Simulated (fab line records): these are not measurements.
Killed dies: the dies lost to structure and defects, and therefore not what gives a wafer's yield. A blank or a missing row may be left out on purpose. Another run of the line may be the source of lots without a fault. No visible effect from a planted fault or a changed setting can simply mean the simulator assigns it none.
The same fault as seen by 2 desks ; flow nand harc ; only its own numbers are on each desk; what lay behind them is given at the end

TOOL OWNER'S DESK, rie si-06
The tool's own readings at NHARC_P_GATE_ETCH_32 (etches the open film in HBr/Cl2, target depth 150 nm, time 100.1 s): means of the sampled wafers that have a number, for each lot that ran on this tool. The brackets show how far a lot's mean lies from the usual mean; more than 4 standard deviations puts the lot out of limits, marked OUT.
Columns: A = drypump motor current A at NHARC_P_GATE_ETCH_32, usual 5.8 A; B = oes product au at NHARC_P_GATE_ETCH_32, usual 0.997 a.u.; C = throttle valve pct at NHARC_P_GATE_ETCH_32, usual 26.405 %
lot;first seen here;A;B;C
L807;day 6 15:46;5.6;0.991;26.397
L809;day 7 14:26;5.9;0.984;26.417
L818;day 11 01:46;6.2;0.993;26.406
L817;day 11 02:06;5.8;0.996;26.401
L819;day 11 18:27;5.3;0.990;26.412
L821;day 12 22:55;6.1;0.987;26.403
L823;day 13 08:24;5.9;0.990;26.394
L824;day 14 01:25;5.6;0.982;26.403
This desk found nothing out of limits on any of the 8 lots.

THE METROLOGY DESK
Lot by lot, what the gauges showed, no matter which tool ran the lot: averages of those sampled wafers that carry a number. The brackets show how far a lot's mean lies from the usual mean; more than 4 standard deviations puts the lot out of limits, marked OUT.
Columns: A = trench depth nm at NHARC_P_STI_OCD_MEAS_43, usual 299 nm; B = trench foot cd nm at NHARC_P_STI_OCD_MEAS_43, usual 158.7 nm
lot;first seen here;A;B
L803;day 3 00:32;301;158.8
L804;day 3 06:10;301;156.0
L807;day 4 12:17;299;159.7
L809;day 5 08:44;297;157.8
L816;day 8 09:49;300;159.3
L817;day 8 18:29;293;162.4
L818;day 9 01:35;299;160.3
L819;day 9 11:53;307;157.5
L820;day 9 21:28;303;156.6
L821;day 10 12:49;295;161.5
L823;day 11 05:41;294;158.8
L824;day 11 15:48;296;156.5
This desk found nothing out of limits on any of the 12 lots.

TAKEN TOGETHER
The tool owner's desk saw nothing out of limits.
The metrology desk saw nothing out of limits.

WHAT THE SIMULATOR HAD PUT IN
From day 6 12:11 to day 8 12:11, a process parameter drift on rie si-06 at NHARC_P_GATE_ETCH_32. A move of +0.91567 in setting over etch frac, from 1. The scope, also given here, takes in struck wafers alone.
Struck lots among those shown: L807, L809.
